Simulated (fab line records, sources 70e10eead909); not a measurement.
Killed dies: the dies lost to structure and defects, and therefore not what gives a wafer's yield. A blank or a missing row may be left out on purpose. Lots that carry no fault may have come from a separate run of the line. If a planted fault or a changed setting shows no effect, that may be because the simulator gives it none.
A struck lot beside a sound one :: flow nand_harc :: 43 steps out of a route of 1302
Sound: the wafers L938.2, L938.3, L938.6. The struck wafers were L931.1, L931.2, L931.4. The cause is named last.
Per side, at each step with rows, come the tool, then ch with its chambers, and then its first start. Under that, the readings that differ: sound wafers :: struck wafers :: difference of the means :: sigmas: that difference in standard deviations of wafers without a fault.
alike: same words and numbers on both sides, and readings whose means sit less than 2 such deviations apart. not compared: any withheld reading, any reading some wafer has no value for, any bound like >300 that may hide the same value, and any number with overlapping values for which the record gives no deviation.
A row with sigmas, a row that says differs or no value, or rows on one side alone: a step with any of these is where the two part. Non-overlapping numbers with no deviation appear without sigmas and do not part them. Lack of a reading on every wafer of one side parts them only where that side has two or more wafers.

first, 7 steps without rows for these wafers: NHARC_P_STI_SRD_35; NHARC_P_STI_ETCH_36 (etches SiO2 in dHF, target depth 38.8 nm); NHARC_P_STI_STRIP_24 (strips Si3N4 in H3PO4); NHARC_P_STI_ETCH_37 (etches SiO2 in dHF, target depth 11 nm); NHARC_P_STI_PRECLEAN_38 (cleans in SC1); NHARC_P_STI_SRD_39; NHARC_P_STI_OXIDE_40 (material SiO2, target thk 10 nm, ox time 1362 s).
NHARC_P_STI_INSPECT_25:
  sound on defect_inspect-02, day 12 08:20; struck on defect_inspect-02, day 9 10:58
  alike: raw_defect_count
then, 3 steps without rows for these wafers: NHARC_P_GATE_ETCH_69 (etches SiO2 in dHF, target depth 14 nm); NHARC_P_GATE_PRECLEAN_70 (cleans in SC1); NHARC_P_GATE_SRD_01.
NHARC_P_GATE_OXIDE_02: material SiO2, target thk 37.5 nm, ox time 365 s.
  sound on furnace-01 ch 0, day 12 11:49; struck on furnace-03 ch 0, day 9 17:35
  alike: spike_tc_lower_C, zone_power_top_pct
then, 8 steps without rows for these wafers: NHARC_P_GATE_DEHYDRATE_03 (time 120 s); NHARC_P_GATE_HMDS_04 (time 30 s); NHARC_P_GATE_COAT_05; NHARC_P_GATE_SOFTBAKE_06 (time 95 s); NHARC_P_GATE_EBR_07; NHARC_P_GATE_EXPOSE_08 (exposes mask P HV); NHARC_P_GATE_PEB_09 (peb time 85 s); NHARC_P_GATE_DEVELOP_10 (time 70 s).
NHARC_P_GATE_CD_MEAS_11: the cd target is 1640 nm.
  sound on cd_sem-01 ch 0, day 12 16:41; struck on cd_sem-02 ch 0, day 9 22:31
reading: cd_nm (nm)
sound: 1636.9 1634.3 1632.9
struck: 1637.5 1644.3 1642.1
difference: +6.6
sigmas: +3
then, 1 step without rows for these wafers: NHARC_P_GATE_HARDBAKE_12 (time 80 s).
NHARC_P_GATE_DESCUM_13: chemistry O2, time 3 s.
  sound on rie_diel-08 ch 2,3, day 12 16:50; struck on rie_diel-04 ch 0,2,3, day 9 22:40
  alike: drypump_motor_current_A, o2_flow_sccm, oes_product_au, rf_vpp_V, showerhead_plenum_p_Torr, throttle_valve_pct
  not compared: rf_hours_counter_h
then, 6 steps without rows for these wafers: NHARC_P_GATE_ETCH_14 (etches SiO2 in dHF, target depth 48.8 nm); NHARC_P_GATE_STRIP_15 (strips in SPM, time 780 s); NHARC_P_GATE_PRECLEAN_71 (cleans in SC1); NHARC_P_GATE_SRD_72; NHARC_P_GATE_OXIDE_16 (material SiO2, target thk 3 nm, ox time 392 s); NHARC_P_GATE_CVD_17 (deposits poly-Si, target thk 150 nm, time 900 s).
NHARC_P_GATE_HM_DEP_102: deposits aC, target thk 120 nm.
  sound on acl_dep-02 ch 0, day 13 05:58; struck on acl_dep-03 ch 0, day 10 11:20
  alike: susceptor_temp_C, throttle_valve_pct
NHARC_P_GATE_DEP_103: deposits SiON, target thk 30 nm.
  sound on pecvd-02 ch 0,1,2, day 13 06:31; struck on pecvd-03 ch 0,1, day 10 11:59
  alike: heater_power_w, susceptor_temp_C
then, 8 steps without rows for these wafers: NHARC_P_GATE_DEHYDRATE_18 (time 120 s); NHARC_P_GATE_HMDS_19 (time 30 s); NHARC_P_GATE_COAT_20 (resist thk 90 nm); NHARC_P_GATE_SOFTBAKE_21 (time 55 s); NHARC_P_GATE_EBR_22; NHARC_P_GATE_EXPOSE_23 (exposes mask P GATE, target cd 120 nm); NHARC_P_GATE_PEB_24 (peb time 65 s); NHARC_P_GATE_DEVELOP_25 (develop time 35 s).
NHARC_P_GATE_CD_MEAS_26: the cd target is 120 nm.
  sound on cd_sem-01 ch 0, day 13 07:13; struck on cd_sem-03 ch 0, day 10 12:46
  alike: cd_nm
NHARC_P_GATE_OVL_MEAS_27:
  sound on overlay-01, day 13 07:18; struck on overlay-01, day 10 12:51
  alike: overlay_x_nm, overlay_y_nm
NHARC_P_GATE_INSPECT_28:
  sound on defect_inspect-01, day 13 07:20; struck on defect_inspect-02, day 10 12:53
reading: raw_defect_count
sound: 2 5 7
struck: 24 18 15
difference: +14
sigmas: +5
-- jump in the record: it breaks off in module P_GATE and resumes in module END (first step shown: number 1302 of the route), and 20 days separate the struck wafers' starts before and after --
NHARC_END_SORT_01:
  sound on prober-01 ch 0, day 32 18:18; struck on prober-02 ch 0, day 30 01:00
reading: killed_at_array
sound: 51 49 62
struck: 88 112 111
difference: +50
sigmas: +2

reading: killed_at_other
sound: 1 1 0
struck: 2 5 2
difference: +2
sigmas: +2

reading: killed_at_periphery
sound: 2 2 1
struck: 14 10 9
difference: +9
sigmas: +4

reading: killed_dies
sound: 54 52 63
struck: 104 127 122
difference: +61
sigmas: +3

reading: killed_short
sound: 1 0 3
struck: 2 9 3
difference: +3
sigmas: +2
  alike: killed_open

== WHERE THEY PART ==
Last at NHARC_END_SORT_01 as far as this record goes, first at NHARC_P_GATE_CD_MEAS_11.

WHY: what had been put in by the simulator
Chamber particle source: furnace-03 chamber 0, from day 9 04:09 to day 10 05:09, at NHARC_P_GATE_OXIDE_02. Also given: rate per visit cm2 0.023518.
